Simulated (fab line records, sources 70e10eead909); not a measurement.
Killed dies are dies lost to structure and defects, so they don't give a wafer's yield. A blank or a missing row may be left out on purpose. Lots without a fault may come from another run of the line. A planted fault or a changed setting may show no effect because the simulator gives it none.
Which tool did it? | flow nand_harc | 23 lots, 69 wafers sampled, at 6 steps of a route of 1302

WHAT THE GAUGES READ, wafer by wafer
The record holds no reading of a measuring or inspecting step that can be judged against a usual standard deviation.

WHICH TOOL RAN EACH LOT (tool, then ch and the chambers of the sampled wafers, then the start)
lot  | NHARC_A_STAIRCASE_TRIM_220         | NHARC_A_STAIRCASE_ETCH_225                    | NHARC_A_STAIRCASE_TRIM_231                    | NHARC_A_STAIRCASE_ETCH_234                    | NHARC_A_STAIRCASE_DESCUM_252       | NHARC_A_STAIRCASE_ETCH_451
L074 | rie_diel-11 ch 0,1,3, day 15 21:44 | rie_diel-11 ch 0,3, day 16 01:37 or earlier   | rie_diel-11 ch 0,3, day 16 01:37 or earlier   | rie_diel-11 ch 0,1,3, day 16 01:37 or earlier | rie_diel-12 ch 0,1,2, day 16 01:37 | rie_diel-04 ch 0,3, no start
L075 | rie_diel-12 ch 2,3, day 16 14:03   | rie_diel-12 ch 0,1, day 16 18:17 or earlier   | rie_diel-12 ch 1,2, day 16 18:17 or earlier   | rie_diel-12 ch 0,1, day 16 18:17 or earlier   | rie_diel-12 ch 2,3, day 16 18:17   | rie_diel-04 ch 0,3, no start
L076 | rie_diel-11 ch 0,1,2, day 16 14:43 | rie_diel-11 ch 0,3, day 16 18:26 or earlier   | rie_diel-11 ch 0,1,2, day 16 18:26 or earlier | rie_diel-11 ch 2,3, day 16 18:26 or earlier   | rie_diel-11 ch 1,3, day 16 18:26   | rie_diel-12 ch 0,1,2, no start
L077 | rie_diel-04 ch 1,2,3, day 17 02:17 | rie_diel-04 ch 0,2,3, day 17 05:54 or earlier | rie_diel-04 ch 1,2,3, day 17 05:54 or earlier | rie_diel-04 ch 0,3, day 17 05:54 or earlier   | rie_diel-11 ch 0,2,3, day 17 05:54 | rie_diel-04 ch 0,2, no start
L078 | rie_diel-04 ch 0,2,3, day 17 19:20 | rie_diel-04 ch 1,2, day 17 22:55 or earlier   | rie_diel-04 ch 1,3, day 17 22:55 or earlier   | rie_diel-04 ch 0,2,3, day 17 22:55 or earlier | rie_diel-12 ch 0,1, day 17 22:55   | rie_diel-12 ch 0,1, no start
L079 | rie_diel-04 ch 2,3, day 17 22:49   | rie_diel-04 ch 0,1,3, day 18 02:26 or earlier | rie_diel-04 ch 1,3, day 18 02:26 or earlier   | rie_diel-04 ch 2,3, day 18 02:26 or earlier   | rie_diel-12 ch 1,2,3, day 18 02:26 | rie_diel-11 ch 0,1, no start
L080 | rie_diel-04 ch 1,2,3, day 18 11:52 | rie_diel-04 ch 1,2,3, day 18 15:39 or earlier | rie_diel-04 ch 1,2,3, day 18 15:39 or earlier | rie_diel-04 ch 1,2,3, day 18 15:39 or earlier | rie_diel-11 ch 1,2,3, day 18 15:39 | rie_diel-12 ch 1,2,3, no start
L081 | rie_diel-04 ch 0,1,2, day 18 19:30 | rie_diel-04 ch 0,1,3, day 18 23:12 or earlier | rie_diel-04 ch 0,1,2, day 18 23:12 or earlier | rie_diel-04 ch 0,2,3, day 18 23:12 or earlier | rie_diel-12 ch 1,2, day 18 23:12   | rie_diel-11 ch 0,1,3, no start
L082 | rie_diel-04 ch 0,2,3, day 18 22:59 | rie_diel-04 ch 0,2,3, day 19 02:38 or earlier | rie_diel-12 ch 1,2,3, day 19 02:38 or earlier | rie_diel-12 ch 1,2,3, day 19 02:38 or earlier | rie_diel-04 ch 0,2,3, day 19 02:38 | rie_diel-12 ch 1,2, no start
L083 | rie_diel-04 ch 0,1, day 19 08:35   | rie_diel-04 ch 1,2, day 19 14:58 or earlier   | rie_diel-04 ch 0,3, day 19 14:58 or earlier   | rie_diel-04 ch 0,2,3, day 19 14:58 or earlier | rie_diel-11 ch 1,2,3, day 19 14:58 | rie_diel-12 ch 0,1,2, no start
L084 | rie_diel-12 ch 0,1,3, day 20 06:26 | rie_diel-12 ch 1,2,3, day 20 10:02 or earlier | rie_diel-12 ch 1,2,3, day 20 10:02 or earlier | rie_diel-12 ch 0,2,3, day 20 10:02 or earlier | rie_diel-12 ch 1,2,3, day 20 10:02 | rie_diel-11 ch 0,1,3, no start
L085 | rie_diel-04 ch 0,2,3, day 20 08:19 | rie_diel-04 ch 0,2,3, day 20 12:55 or earlier | rie_diel-04 ch 2,3, day 20 12:55 or earlier   | rie_diel-04 ch 0,2, day 20 12:55 or earlier   | rie_diel-04 ch 2,3, day 20 12:55   | rie_diel-12 ch 0,2,3, no start
L086 | rie_diel-12 ch 0,2,3, day 20 08:34 | rie_diel-12 ch 0,1,3, day 20 12:21 or earlier | rie_diel-12 ch 0,2, day 20 12:21 or earlier   | rie_diel-12 ch 1,2, day 20 12:21 or earlier   | rie_diel-04 ch 0,2,3, day 20 12:21 | rie_diel-04 ch 0,3, no start
L087 | rie_diel-12 ch 0,1,3, day 21 19:17 | rie_diel-12 ch 0,1,2, day 21 22:44 or earlier | rie_diel-12 ch 0,1,2, day 21 22:44 or earlier | rie_diel-12 ch 0,1,3, day 21 22:44 or earlier | rie_diel-12 ch 1,2,3, day 21 22:44 | rie_diel-04 ch 0,1,2, no start
L089 | rie_diel-04 ch 2,3, day 21 23:29   | rie_diel-04 ch 2,3, day 22 03:41 or earlier   | rie_diel-12 ch 1,2,3, day 22 03:41 or earlier | rie_diel-12 ch 0,2,3, day 22 03:41 or earlier | rie_diel-11 ch 0,3, day 22 03:41   | rie_diel-11 ch 0,2,3, no start
L088 | rie_diel-12 ch 1,2,3, day 22 16:31 | rie_diel-12 ch 0,2,3, day 22 22:55 or earlier | rie_diel-04 ch 0,1,2, day 22 22:55 or earlier | rie_diel-04 ch 1,2,3, day 22 22:55 or earlier | rie_diel-04 ch 0,2,3, day 22 22:55 | rie_diel-11 ch 0,1,3, no start
L090 | rie_diel-11 ch 1,2,3, day 23 01:22 | rie_diel-11 ch 0,1,3, day 23 04:57 or earlier | rie_diel-04 ch 0,2,3, day 23 04:57 or earlier | rie_diel-04 ch 0,1,3, day 23 04:57 or earlier | rie_diel-04 ch 1,2, day 23 04:57   | rie_diel-11 ch 0,2,3, no start
L093 | rie_diel-11 ch 1,3, day 23 14:43   | rie_diel-11 ch 1,3, day 23 18:31 or earlier   | rie_diel-12 ch 0,1,2, day 23 18:31 or earlier | rie_diel-12 ch 0,1, day 23 18:31 or earlier   | rie_diel-04 ch 0,3, day 23 18:31   | rie_diel-11 ch 1,2, no start
L092 | rie_diel-11 ch 1,2,3, day 23 18:33 | rie_diel-11 ch 1,2,3, day 23 22:09 or earlier | rie_diel-11 ch 0,1,2, day 23 22:09 or earlier | rie_diel-11 ch 0,1,2, day 23 22:09 or earlier | rie_diel-12 ch 0,1,2, day 23 22:09 | rie_diel-04 ch 1,2, no start
L094 | rie_diel-12 ch 0,1, day 24 02:08   | rie_diel-12 ch 2,3, day 24 05:44 or earlier   | rie_diel-11 ch 0,1,2, day 24 05:44 or earlier | rie_diel-11 ch 0,2, day 24 05:44 or earlier   | rie_diel-04 ch 0,2,3, day 24 05:44 | rie_diel-11 ch 0,1,2, no start
L095 | rie_diel-04 ch 1,2,3, day 24 09:07 | rie_diel-04 ch 1,2,3, day 24 12:48 or earlier | rie_diel-12 ch 0,1, day 24 12:48 or earlier   | rie_diel-12 ch 0,2, day 24 12:48 or earlier   | rie_diel-12 ch 0,1,2, day 24 12:48 | rie_diel-11 ch 0,2,3, no start
L097 | rie_diel-04 ch 1,3, day 25 13:01   | rie_diel-04 ch 0,2, day 25 16:37 or earlier   | rie_diel-04 ch 1,3, day 25 16:37 or earlier   | rie_diel-04 ch 0,3, day 25 16:37 or earlier   | rie_diel-12 ch 0,3, day 25 16:37   | rie_diel-12 ch 1,3, no start
L096 | rie_diel-04 ch 2,3, day 26 18:10   | rie_diel-04 ch 1,2, day 26 23:46 or earlier   | rie_diel-11 ch 0,2,3, day 26 23:46 or earlier | rie_diel-11 ch 0,3, day 26 23:46 or earlier   | rie_diel-04 ch 2,3, day 26 23:46   | rie_diel-04 ch 1,2, no start
- NHARC_A_STAIRCASE_TRIM_220: chemistry O2, time 211.2 s.
- NHARC_A_STAIRCASE_ETCH_225: etches the open film in C4F8/O2, target depth 100 nm, time 40.5 s.
- NHARC_A_STAIRCASE_TRIM_231: chemistry O2, time 211.2 s.
- NHARC_A_STAIRCASE_ETCH_234: etches the open film in C4F8/O2, target depth 100 nm, time 40.5 s.
- NHARC_A_STAIRCASE_DESCUM_252: chemistry O2, time 3 s.
- NHARC_A_STAIRCASE_ETCH_451: etches the open film in CF4/O2, target depth 30 nm, overetch 3 nm, time 16.5 s.

WHAT THE TOOLS THEMSELVES READ (means of the sampled wafers that have a number; where no wafer has one, the mark that the record gives instead)
NHARC_A_STAIRCASE_TRIM_220.
lot  | tool        | drypump_motor_current_A (A) | oes_product_au (a.u.) | rf_vpp_V (V) | showerhead_plenum_p_Torr (Torr) | throttle_valve_pct (%)
L074 | rie_diel-11 | 5.8                         | 0.994                 | 57.1         | 3.61                            | 17.042
L075 | rie_diel-12 | 5.9                         | 1.001                 | 57.1         | 3.51                            | 17.039
L076 | rie_diel-11 | 6.2                         | 0.997                 | 59.0         | 3.65                            | 17.039
L077 | rie_diel-04 | 6.3                         | 0.999                 | 58.0         | 3.55                            | 17.030
L078 | rie_diel-04 | 5.8                         | 1.002                 | 57.8         | 3.59                            | 17.046
L079 | rie_diel-04 | 6.1                         | 1.000                 | 58.9         | 3.66                            | 17.030
L080 | rie_diel-04 | 6.3                         | 0.996                 | 57.4         | 3.54                            | 17.037
L081 | rie_diel-04 | 6.0                         | 1.002                 | 58.5         | 3.43                            | 17.032
L082 | rie_diel-04 | 5.8                         | 0.998                 | 58.6         | 3.58                            | 17.035
L083 | rie_diel-04 | 6.1                         | 1.000                 | 57.7         | 3.32                            | 17.038
L084 | rie_diel-12 | 5.5                         | 0.996                 | 57.7         | 3.48                            | 17.037
L085 | rie_diel-04 | 5.8                         | 1.001                 | 57.6         | 3.57                            | 17.037
L086 | rie_diel-12 | 5.5                         | 0.993                 | 57.7         | 3.49                            | 17.042
L087 | rie_diel-12 | 5.6                         | 0.997                 | 57.4         | 3.48                            | 17.047
L089 | rie_diel-04 | 6.1                         | 0.995                 | 57.8         | 3.68                            | 17.033
L088 | rie_diel-12 | 5.7                         | 0.994                 | 58.1         | 3.54                            | 17.037
L090 | rie_diel-11 | 5.8                         | 1.005                 | 57.5         | 3.57                            | 17.032
L093 | rie_diel-11 | 5.4                         | 0.995                 | 57.4         | 3.53                            | 17.030
L092 | rie_diel-11 | 5.8                         | 0.996                 | 57.2         | 3.57                            | 17.044
L094 | rie_diel-12 | 5.3                         | 0.992                 | 58.0         | 3.53                            | 17.043
L095 | rie_diel-04 | 6.3                         | 0.991                 | 57.7         | 3.70                            | 17.034
L097 | rie_diel-04 | 6.4                         | 0.998                 | 57.9         | 3.77                            | 17.037
L096 | rie_diel-04 | 6.1                         | 1.005                 | 58.1         | 3.62                            | 17.034

NHARC_A_STAIRCASE_ETCH_225.
lot  | tool        | oes_product_au (a.u.) | rf_vpp_V (V)
L074 | rie_diel-11 | 0.945                 | 897
L075 | rie_diel-12 | 0.938                 | 895
L076 | rie_diel-11 | 0.943                 | 897
L077 | rie_diel-04 | 0.953                 | 897
L078 | rie_diel-04 | 0.948                 | 895
L079 | rie_diel-04 | 0.947                 | 893
L080 | rie_diel-04 | 0.943                 | 896
L081 | rie_diel-04 | 0.937                 | 893
L082 | rie_diel-04 | 0.943                 | 897
L083 | rie_diel-04 | 0.927                 | 891
L084 | rie_diel-12 | 0.938                 | 897
L085 | rie_diel-04 | 0.936                 | 897
L086 | rie_diel-12 | 0.942                 | 894
L087 | rie_diel-12 | 0.935                 | 897
L089 | rie_diel-04 | 0.929                 | 902
L088 | rie_diel-12 | 0.934                 | 895
L090 | rie_diel-11 | 0.959                 | 897
L093 | rie_diel-11 | 0.939                 | 898
L092 | rie_diel-11 | 0.944                 | 897
L094 | rie_diel-12 | 0.924                 | 896
L095 | rie_diel-04 | 0.946                 | 902
L097 | rie_diel-04 | 0.942                 | 895
L096 | rie_diel-04 | 0.928                 | 903

NHARC_A_STAIRCASE_TRIM_231.
lot  | tool        | drypump_motor_current_A (A) | oes_product_au (a.u.) | rf_vpp_V (V) | showerhead_plenum_p_Torr (Torr) | throttle_valve_pct (%)
L074 | rie_diel-11 | 5.4                         | 0.998                 | 58.7         | 3.55                            | 17.031
L075 | rie_diel-12 | 5.4                         | 0.996                 | 58.2         | 3.63                            | 17.041
L076 | rie_diel-11 | 6.2                         | 1.009                 | 57.9         | 3.65                            | 17.046
L077 | rie_diel-04 | 6.3                         | 1.000                 | 57.9         | 3.55                            | 17.036
L078 | rie_diel-04 | 6.4                         | 1.005                 | 56.3         | 3.44                            | 17.041
L079 | rie_diel-04 | 6.2                         | 0.997                 | 57.9         | 3.58                            | 17.035
L080 | rie_diel-04 | 6.2                         | 0.997                 | 58.1         | 3.54                            | 17.036
L081 | rie_diel-04 | 6.0                         | 0.993                 | 57.9         | 3.43                            | 17.041
L082 | rie_diel-12 | 5.7                         | 0.998                 | 57.9         | 3.55                            | 17.034
L083 | rie_diel-04 | 5.5                         | 0.999                 | 57.3         | 3.50                            | 17.038
L084 | rie_diel-12 | 5.7                         | 1.001                 | 58.3         | 3.54                            | 17.038
L085 | rie_diel-04 | 6.1                         | 0.999                 | 57.5         | 3.65                            | 17.041
L086 | rie_diel-12 | 5.2                         | 0.998                 | 57.5         | 3.49                            | 17.036
L087 | rie_diel-12 | 5.3                         | 0.994                 | 57.5         | 3.54                            | 17.038
L089 | rie_diel-12 | 5.7                         | 0.994                 | 58.9         | 3.54                            | 17.036
L088 | rie_diel-04 | 6.0                         | 0.987                 | 57.2         | 3.42                            | 17.036
L090 | rie_diel-04 | 5.8                         | 1.002                 | 58.0         | 3.56                            | 17.030
L093 | rie_diel-12 | 5.3                         | 0.996                 | 57.6         | 3.54                            | 17.041
L092 | rie_diel-11 | 6.2                         | 1.001                 | 57.6         | 3.61                            | 17.042
L094 | rie_diel-11 | 6.2                         | 1.007                 | 58.1         | 3.61                            | 17.034
L095 | rie_diel-12 | 5.3                         | 0.995                 | 58.0         | 3.53                            | 17.037
L097 | rie_diel-04 | 6.2                         | 1.004                 | 58.3         | 3.73                            | 17.032
L096 | rie_diel-11 | 5.8                         | 1.003                 | 57.5         | 3.54                            | 17.039

NHARC_A_STAIRCASE_ETCH_234.
lot  | tool        | oes_product_au (a.u.) | rf_vpp_V (V)
L074 | rie_diel-11 | 0.944                 | 899
L075 | rie_diel-12 | 0.935                 | 897
L076 | rie_diel-11 | 0.932                 | 898
L077 | rie_diel-04 | 0.943                 | 899
L078 | rie_diel-04 | 0.947                 | 899
L079 | rie_diel-04 | 0.942                 | 901
L080 | rie_diel-04 | 0.940                 | 896
L081 | rie_diel-04 | 0.935                 | 898
L082 | rie_diel-12 | 0.945                 | 897
L083 | rie_diel-04 | 0.944                 | 898
L084 | rie_diel-12 | 0.934                 | 895
L085 | rie_diel-04 | 0.938                 | 897
L086 | rie_diel-12 | 0.942                 | 899
L087 | rie_diel-12 | 0.939                 | 894
L089 | rie_diel-12 | 0.945                 | 893
L088 | rie_diel-04 | 0.935                 | 896
L090 | rie_diel-04 | 0.960                 | 893
L093 | rie_diel-12 | 0.935                 | 896
L092 | rie_diel-11 | 0.943                 | 899
L094 | rie_diel-11 | 0.953                 | 899
L095 | rie_diel-12 | 0.938                 | 894
L097 | rie_diel-04 | 0.944                 | 897
L096 | rie_diel-11 | 0.952                 | 898

NHARC_A_STAIRCASE_DESCUM_252.
lot  | tool        | drypump_motor_current_A (A) | oes_product_au (a.u.) | rf_vpp_V (V) | showerhead_plenum_p_Torr (Torr) | throttle_valve_pct (%)
L074 | rie_diel-12 | 5.3                         | 0.986                 | 58.3         | 1.94                            | 11.323
L075 | rie_diel-12 | 5.9                         | 1.000                 | 57.2         | 1.90                            | 11.313
L076 | rie_diel-11 | 5.8                         | 1.000                 | 58.6         | 1.97                            | 11.313
L077 | rie_diel-11 | 5.8                         | 0.997                 | 58.5         | 1.95                            | 11.311
L078 | rie_diel-12 | 5.2                         | 0.996                 | 56.1         | 1.89                            | 11.306
L079 | rie_diel-12 | 5.7                         | 0.991                 | 58.7         | 1.93                            | 11.313
L080 | rie_diel-11 | 5.8                         | 1.001                 | 57.7         | 1.95                            | 11.311
L081 | rie_diel-12 | 5.5                         | 1.001                 | 57.7         | 1.96                            | 11.318
L082 | rie_diel-04 | 5.8                         | 1.000                 | 57.5         | 1.95                            | 11.314
L083 | rie_diel-11 | 5.8                         | 1.001                 | 57.9         | 1.95                            | 11.315
L084 | rie_diel-12 | 5.7                         | 0.987                 | 57.4         | 1.92                            | 11.314
L085 | rie_diel-04 | 6.1                         | 0.999                 | 58.6         | 1.98                            | 11.312
L086 | rie_diel-04 | 5.8                         | 1.002                 | 58.0         | 1.94                            | 11.318
L087 | rie_diel-12 | 5.7                         | 0.986                 | 58.5         | 1.92                            | 11.303
L089 | rie_diel-11 | 5.9                         | 1.001                 | 58.8         | 1.94                            | 11.312
L088 | rie_diel-04 | 5.8                         | 1.005                 | 58.0         | 1.93                            | 11.300
L090 | rie_diel-04 | 6.3                         | 0.998                 | 57.0         | 1.89                            | 11.308
L093 | rie_diel-04 | 5.5                         | 1.004                 | 57.2         | 1.89                            | 11.311
L092 | rie_diel-12 | 5.3                         | 0.993                 | 58.3         | 1.92                            | 11.320
L094 | rie_diel-04 | 5.8                         | 0.993                 | 58.7         | 1.93                            | 11.319
L095 | rie_diel-12 | 5.3                         | 0.997                 | 57.0         | 1.92                            | 11.307
L097 | rie_diel-12 | 5.4                         | 1.001                 | 57.7         | 1.84                            | 11.313
L096 | rie_diel-04 | 6.1                         | 0.996                 | 58.0         | 1.99                            | 11.318

NHARC_A_STAIRCASE_ETCH_451.
lot  | tool        | drypump_motor_current_A (A) | oes_product_au (a.u.) | rf_vpp_V (V) | showerhead_plenum_p_Torr (Torr) | throttle_valve_pct (%)
L074 | rie_diel-04 | 5.8                         | 0.999                 | 198.8        | 1.38                            | 13.394
L075 | rie_diel-04 | 5.8                         | 1.003                 | 199.2        | 1.38                            | 13.386
L076 | rie_diel-12 | 5.3                         | 0.989                 | 198.1        | 1.35                            | 13.399
L077 | rie_diel-04 | 5.5                         | 1.003                 | 197.8        | 1.31                            | 13.399
L078 | rie_diel-12 | 5.3                         | 1.001                 | 198.4        | 1.34                            | 13.401
L079 | rie_diel-11 | 6.3                         | 0.998                 | 199.0        | 1.38                            | 13.391
L080 | rie_diel-12 | 5.7                         | 1.000                 | 198.0        | 1.34                            | 13.398
L081 | rie_diel-11 | 5.8                         | 1.003                 | 197.6        | 1.36                            | 13.398
L082 | rie_diel-12 | 5.5                         | 0.995                 | 199.2        | 1.36                            | 13.395
L083 | rie_diel-12 | 5.3                         | 0.998                 | 197.1        | 1.34                            | 13.402
L084 | rie_diel-11 | 5.8                         | 1.001                 | 199.0        | 1.36                            | 13.403
L085 | rie_diel-12 | 5.5                         | 0.998                 | 198.2        | 1.32                            | 13.394
L086 | rie_diel-04 | 5.5                         | 1.000                 | 197.9        | 1.32                            | 13.392
L087 | rie_diel-04 | 6.0                         | 0.994                 | 196.9        | 1.30                            | 13.400
L089 | rie_diel-11 | 5.8                         | 0.993                 | 198.0        | 1.35                            | 13.393
L088 | rie_diel-11 | 5.8                         | 1.006                 | 198.7        | 1.35                            | 13.407
L090 | rie_diel-11 | 5.8                         | 1.002                 | 198.8        | 1.35                            | 13.399
L093 | rie_diel-11 | 6.1                         | 1.008                 | 197.8        | 1.37                            | 13.396
L092 | rie_diel-04 | 6.5                         | 1.000                 | 199.8        | 1.42                            | 13.389
L094 | rie_diel-11 | 6.2                         | 1.009                 | 199.1        | 1.37                            | 13.396
L095 | rie_diel-11 | 5.8                         | 1.009                 | 198.4        | 1.34                            | 13.397
L097 | rie_diel-12 | 5.9                         | 0.999                 | 196.8        | 1.30                            | 13.402
L096 | rie_diel-04 | 6.5                         | 0.994                 | 199.1        | 1.41                            | 13.398

THE ANSWER, worked out from the rows above alone
Rule: what is usual is taken from the lots themselves. Put in order of their means at a reading, lots are off if they are a third of the lots or fewer, leave a main group of 4 or more, and stand apart from it by a gap of 3 or more times the standard deviation of the main group's means; of several such gaps the widest counts. A main group whose means are all the same, to the digits that the tables above print for the reading, isn't used. A lot without any number at a reading at which 4 lots or more have one is off too. The other lots that the step has rows for count as sound. The gauges are gone through in route order, then the tools' own readings, and for those a lot's mean is taken as printed above. The first step at which some lot is off is used, and at that step the reading that is off furthest; a lot without a number counts as furthest.
No lot is off at any reading shown: from this, nothing can be told.

WHAT THE SIMULATOR HAD PUT IN
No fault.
